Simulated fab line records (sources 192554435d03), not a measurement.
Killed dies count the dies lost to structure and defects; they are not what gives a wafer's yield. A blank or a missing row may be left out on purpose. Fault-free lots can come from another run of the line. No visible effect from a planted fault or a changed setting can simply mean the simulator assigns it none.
Matching of chambers + flow n5Finfet + rieDiel-04 running N5_DUMMY_REMOVAL_STRIP_10: 4 sister chambers
The step strips in N2/H2, time 40 s. 4 wafers are shown with their chamber, then 7 later ones without.

EACH WAFER AND ITS CHAMBER
| wafer  | chamber | showerheadPlenumPTorr (Torr) |
|--------|---------|------------------------------|
| L083.5 | 2       | 3.48                         |
| L090.5 | 1       | 3.41                         |
| L092.1 | 3       | 3.44                         |
| L092.2 | 0       | 3.27                         |

WAFERS MISSING THEIR CHAMBER
| wafer  | showerheadPlenumPTorr (Torr) |
|--------|------------------------------|
| L092.3 | 3.47                         |
| L093.1 | 3.27                         |
| L093.2 | 3.47                         |
| L093.3 | 3.40                         |
| L094.2 | 3.40                         |
| L094.4 | 3.47                         |
| L094.5 | 3.27                         |

WHICH CHAMBER EACH WENT THROUGH
| wafer  | from the rows above | in truth |
|--------|---------------------|----------|
| L092.3 | 2                   | 2        |
| L093.1 | 0                   | 0        |
| L093.2 | 2                   | 2        |
| L093.3 | 1                   | 1        |
| L094.2 | 1                   | 1        |
| L094.4 | 2                   | 2        |
| L094.5 | 0                   | 0        |
7 of 7 placed correctly. Not placeable from these rows: 0. 0 placed wrongly.
How it was worked out, from the rows above alone: a wafer's distance from a chamber is the root of the sum, over the readings, of the square of ((its reading less the chamber's mean) divided by the reading's scatter). The wafer belongs to the nearest chamber; if the next one is less than 2 further off, it can't be placed. Each chamber's mean is taken over the wafers shown for it. The scatter: root of mean squared gap, hidden wafer to nearest shown wafer, with one shown wafer a chamber.
